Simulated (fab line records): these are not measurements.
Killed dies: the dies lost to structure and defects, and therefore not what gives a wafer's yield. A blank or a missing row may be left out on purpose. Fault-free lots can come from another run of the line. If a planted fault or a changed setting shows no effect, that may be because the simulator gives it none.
What tool caused it? ; flow nand_harc ; 12 lots with 36 wafers sampled at 5 steps, on a route of 1302 steps

== WHAT THE GAUGES READ, wafer by wafer ==
NHARC_END_SORT_01. Usual: killed_at_array 60, standard deviation 21; killed_at_other 1.0, standard deviation 1.2; killed_at_periphery 4.2, standard deviation 2.8; killed_dies 65, standard deviation 20; killed_open 3.1, standard deviation 1.8; killed_short 2.6, standard deviation 1.6.
lot;measured;on;killed_at_array;killed_at_other;killed_at_periphery;killed_dies;killed_open;killed_short;flag
L561;day 24 19:50;prober-01;85 79 71;1 0 1;5 3 1;91 82 73;3 2 2;4 2 2;
L563;day 25 04:47;prober-01;76 98 94;1 2 1;0 1 2;77 101 97;4 5 2;1 1 5;
L566;day 26 09:59;prober-01;38 48 48;4 3 1;3 0 4;45 51 53;5 3 3;1 2 4;
L565;day 26 10:00;prober-02;57 62 57;2 0 0;1 5 1;60 67 58;3 5 4;0 4 5;
L568;day 28 08:25;prober-01;69 85 83;6 0 1;2 1 2;77 86 86;6 5 3;2 1 3;
L571;day 28 14:43;prober-02;38 324 353;1 4 1;7 9 11;46 337 365;3 5 3;5 0 5;OFF
L574;day 29 22:14;prober-02;43 43 330;1 1 0;6 7 7;50 51 337;4 5 3;2 4 3;OFF
L577;day 31 03:18;prober-01;61 89 66;5 3 4;2 0 3;68 92 73;1 2 1;1 1 5;
L580;day 32 19:14;prober-01;65 71 88;0 0 0;5 6 4;70 77 92;3 3 3;0 0 2;
L578;day 32 23:20;prober-02;51 43 35;3 1 0;4 1 2;58 45 37;2 3 3;2 3 1;
L582;day 33 05:31;prober-02;66 47 68;1 1 1;2 1 6;69 49 75;2 3 5;5 2 4;
L583;day 33 18:38;prober-01;38 54 46;0 0 1;2 2 6;40 56 53;1 1 2;3 1 1;

== WHAT TOOL EACH LOT RAN ON (gives the tool, then ch and the chambers of the sampled wafers, and finally the start) ==
lot;NHARC_A_CONTACT_DEP_57;NHARC_A_CONTACT_ETCH_77;NHARC_A_CONTACT_ETCH_124;NHARC_A_CONTACT_ETCH_97
L561;acl_dep-03 ch 0, day 22 05:10;rie_diel-09 ch 0,2, day 22 09:51 or earlier;har_cap_etch-02 ch 0,1, day 22 09:51;rie_diel-08 ch 0,1,3, day 22 12:23
L563;acl_dep-02 ch 0, day 22 11:43;rie_diel-09 ch 1,2,3, day 22 17:30 or earlier;har_cap_etch-03 ch 0,1, day 22 17:30;rie_diel-09 ch 0,2,3, day 22 20:43
L566;acl_dep-03 ch 0, day 23 13:30;rie_diel-09 ch 2,3, day 23 19:15 or earlier;har_cap_etch-01 ch 0,1, day 23 19:15;rie_diel-09 ch 0,2, day 23 21:45
L565;acl_dep-02 ch 0, day 23 18:59;rie_diel-04 ch 0,1,3, day 24 00:46 or earlier;har_cap_etch-02 ch 0,1, day 24 00:46;rie_diel-04 ch 1,3, day 24 03:16
L568;acl_dep-03 ch 0, day 25 05:24;rie_diel-09 ch 2,3, day 25 11:23 or earlier;har_cap_etch-01 ch 0,1, day 25 11:23;rie_diel-08 ch 1,2,3, day 25 14:47
L571;acl_dep-02 ch 0, day 26 02:33;rie_diel-09 ch 0,1, day 26 08:17 or earlier;har_cap_etch-01 ch 1, day 26 08:17;rie_diel-09 ch 1,3, day 26 10:50
L574;acl_dep-03 ch 0, day 27 07:23;rie_diel-08 ch 0,3, day 27 12:34 or earlier;har_cap_etch-02 ch 0,1, day 27 12:34;rie_diel-09 ch 0,2,3, day 27 15:07
L577;acl_dep-02 ch 0, day 28 08:05;rie_diel-09 ch 0,1,2, day 28 13:20 or earlier;har_cap_etch-03 ch 0,1, day 28 13:20;rie_diel-08 ch 0,2, day 28 16:31
L580;acl_dep-03 ch 0, day 29 16:55;rie_diel-09 ch 0,1,3, day 29 22:33 or earlier;har_cap_etch-03 ch 0,1, day 29 22:33;rie_diel-08 ch 0,1,3, day 30 01:07
L578;acl_dep-03 ch 0, day 29 21:46;rie_diel-09 ch 2,3, day 30 01:55 or earlier;har_cap_etch-03 ch 0,1, day 30 01:55;rie_diel-09 ch 0,1, day 30 04:22
L582;acl_dep-02 ch 0, day 30 05:15;rie_diel-09 ch 1,2, day 30 10:22 or earlier;har_cap_etch-02 ch 0,1, day 30 10:22;rie_diel-09 ch 1,2, day 30 12:54
L583;acl_dep-01 ch 0, day 31 01:21;rie_diel-09 ch 1,3, day 31 07:09 or earlier;har_cap_etch-02 ch 0,1, day 31 07:09;rie_diel-09 ch 0,1,3, day 31 09:41
- NHARC_A_CONTACT_DEP_57: deposits aC, target thk 5300 nm.
- NHARC_A_CONTACT_ETCH_77: etches the open film in CF4/CHF3, target depth 108.9 nm, time 54.5 s.
- NHARC_A_CONTACT_ETCH_124: etches the open film in C4F8/O2/Ar, time 140 s, target depth 700 nm.
- NHARC_A_CONTACT_ETCH_97: etches the open film in C4F6/O2, target depth 20 nm, time 10 s.

== AS READ BY THE TOOLS THEMSELVES (means over the sampled wafers that have a number; for cases with no such wafer, the mark the record gives instead) ==
NHARC_A_CONTACT_DEP_57. Usual: throttle_valve_pct at 35.001 %, with a standard deviation of 0.0092.
lot;tool;throttle_valve_pct (%);flag
L561;acl_dep-03;35.001;
L563;acl_dep-02;35.000;
L566;acl_dep-03;35.003;
L565;acl_dep-02;34.999;
L568;acl_dep-03;35.006;
L571;acl_dep-02;35.004;
L574;acl_dep-03;35.002;
L577;acl_dep-02;35.006;
L580;acl_dep-03;35.001;
L578;acl_dep-03;34.998;
L582;acl_dep-02;34.998;
L583;acl_dep-01;35.001;

NHARC_A_CONTACT_ETCH_77. Usual: drypump_motor_current_A 5.7 A, standard deviation 0.54; oes_product_au 0.938 a.u., standard deviation 0.021; rf_vpp_V 370.8 V, standard deviation 2.1; showerhead_plenum_p_Torr 1.58 Torr, standard deviation 0.056; throttle_valve_pct 16.802 %, standard deviation 0.0091.
lot;tool;drypump_motor_current_A (A);oes_product_au (a.u.);rf_vpp_V (V);showerhead_plenum_p_Torr (Torr);throttle_valve_pct (%);flag
L561;rie_diel-09;6.0;0.964;371.8;1.60;16.796;
L563;rie_diel-09;5.7;0.963;370.1;1.57;16.810;
L566;rie_diel-09;5.2;0.929;369.8;1.57;16.807;
L565;rie_diel-04;5.3;0.953;370.1;1.55;16.800;
L568;rie_diel-09;5.2;0.921;371.0;1.57;16.803;
L571;rie_diel-09;6.5;0.923;371.3;1.56;16.797;
L574;rie_diel-08;5.4;0.927;370.9;1.61;16.801;
L577;rie_diel-09;6.0;0.923;369.6;1.56;16.798;
L580;rie_diel-09;6.1;0.964;371.3;1.59;16.802;
L578;rie_diel-09;5.3;0.971;371.2;1.59;16.801;
L582;rie_diel-09;6.0;0.956;369.4;1.53;16.813;
L583;rie_diel-09;6.1;0.923;371.3;1.56;16.806;

NHARC_A_CONTACT_ETCH_97. Usual: drypump_motor_current_A 5.8 A, standard deviation 0.52; o2_flow_sccm 20.00 sccm, standard deviation 0.056; oes_product_au 0.954 a.u., standard deviation 0.02; rf_vpp_V 547 V, standard deviation 3; showerhead_plenum_p_Torr 3.93 Torr, standard deviation 0.14; throttle_valve_pct 26.904 %, standard deviation 0.0088.
lot;tool;drypump_motor_current_A (A);o2_flow_sccm (sccm);oes_product_au (a.u.);rf_vpp_V (V);showerhead_plenum_p_Torr (Torr);throttle_valve_pct (%);flag
L561;rie_diel-08;5.7;19.99;0.958;550;4.05;26.897;
L563;rie_diel-09;5.6;20.00;0.944;548;3.99;26.900;
L566;rie_diel-09;5.5;20.00;0.937;548;3.92;26.906;
L565;rie_diel-04;5.1;20.00;0.943;547;3.92;26.913;
L568;rie_diel-08;5.7;20.00;1.001;546;3.91;26.907;
L571;rie_diel-09;5.8;20.01;0.816;548;3.97;26.894;OFF
L574;rie_diel-09;5.7;20.00;0.881;548;3.97;26.901;OFF
L577;rie_diel-08;5.4;20.05;0.997;545;3.85;26.905;
L580;rie_diel-08;5.7;20.02;0.955;549;4.01;26.906;
L578;rie_diel-09;6.5;19.99;0.934;548;3.97;26.902;
L582;rie_diel-09;6.1;19.99;0.929;545;3.83;26.903;
L583;rie_diel-09;6.1;19.97;0.941;547;3.96;26.903;

== THE ANSWER, worked out from the rows above alone ==
Rule: lot off if the mean of its wafers having a number is beyond 3 standard deviations from the usual mean. A lot without any number at a reading at which 4 lots or more have one is off too. The other lots that the step has rows for count as sound. First the gauges in route order, then the tools' own readings, where a lot's mean is used as printed above. The first step at which some lot is off is used, and at that step the reading that is off furthest; a lot without a number counts as furthest.
Off: L571, L574 (NHARC_END_SORT_01, killed_dies).
If a tool, at a process step before that reading, ran all the lots that are off and no sound lot after the first of them, it fits. Not tried: the gauges at NHARC_END_SORT_01; whatever is off there is also off at NHARC_A_CONTACT_ETCH_97, on other tools, and gauge error can't account for it. NHARC_A_CONTACT_ETCH_77: start missing for some lots; hours and lot order therefore follow NHARC_A_CONTACT_ETCH_124. No candidate that was tried fits.

== WHAT THE SIMULATOR HAD INSERTED ==
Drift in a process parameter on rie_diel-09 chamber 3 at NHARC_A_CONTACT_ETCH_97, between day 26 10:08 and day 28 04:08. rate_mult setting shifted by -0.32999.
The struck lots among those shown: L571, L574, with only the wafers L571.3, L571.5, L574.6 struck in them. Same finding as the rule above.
